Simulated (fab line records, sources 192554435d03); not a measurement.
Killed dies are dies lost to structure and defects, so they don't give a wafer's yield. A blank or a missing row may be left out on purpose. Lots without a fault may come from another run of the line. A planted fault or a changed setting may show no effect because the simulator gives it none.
Which tool did it? | flow n5_finfet | 11 lots, 33 wafers sampled, at 1 step of a route of 1938

WHAT THE GAUGES READ, wafer by wafer
N5_BEOL_M10_INSPECT_58: inspects for defects (darkfield). Usual: raw_defect_count 74, standard deviation 24.
lot  | measured     | on                | raw_defect_count | flag
L197 | day 10 00:25 | defect_inspect-01 | 47 40 30         |
L199 | day 10 05:43 | defect_inspect-02 | 71 65 90         |
L201 | day 11 07:28 | defect_inspect-01 | 67 86 125        |
L203 | day 12 04:10 | defect_inspect-01 | 85 96 52         |
L206 | day 12 07:02 | defect_inspect-01 | 42 48 63         |
L207 | day 13 03:46 | defect_inspect-01 | 60 49 52         |
L211 | day 13 15:49 | defect_inspect-01 | 82 83 51         |
L210 | day 13 23:03 | defect_inspect-01 | 58 46 91         |
L214 | day 14 14:22 | defect_inspect-02 | 87 39 54         |
L216 | day 15 08:43 | defect_inspect-01 | 65 104 65        |
L220 | day 15 20:26 | defect_inspect-01 | 79 40 88         |

WHICH TOOL RAN EACH LOT (tool, then ch and the chambers of the sampled wafers, then the start)
The record holds no process step before these readings.

WHAT THE TOOLS THEMSELVES READ (means of the sampled wafers that have a number; where no wafer has one, the mark that the record gives instead)
The record holds no such reading with a usual standard deviation.

THE ANSWER, worked out from the rows above alone
Rule: a lot is off if the mean of its wafers that have a number lies more than 3 standard deviations from the usual mean. A lot without any number at a reading at which 4 lots or more have one is off too. The other lots that the step has rows for count as sound. The gauges are gone through in route order, then the tools' own readings, and for those a lot's mean is taken as printed above. The first step at which some lot is off is used, and at that step the reading that is off furthest; a lot without a number counts as furthest.
No lot is off at any reading shown: from this, nothing can be told.

WHAT THE SIMULATOR HAD PUT IN
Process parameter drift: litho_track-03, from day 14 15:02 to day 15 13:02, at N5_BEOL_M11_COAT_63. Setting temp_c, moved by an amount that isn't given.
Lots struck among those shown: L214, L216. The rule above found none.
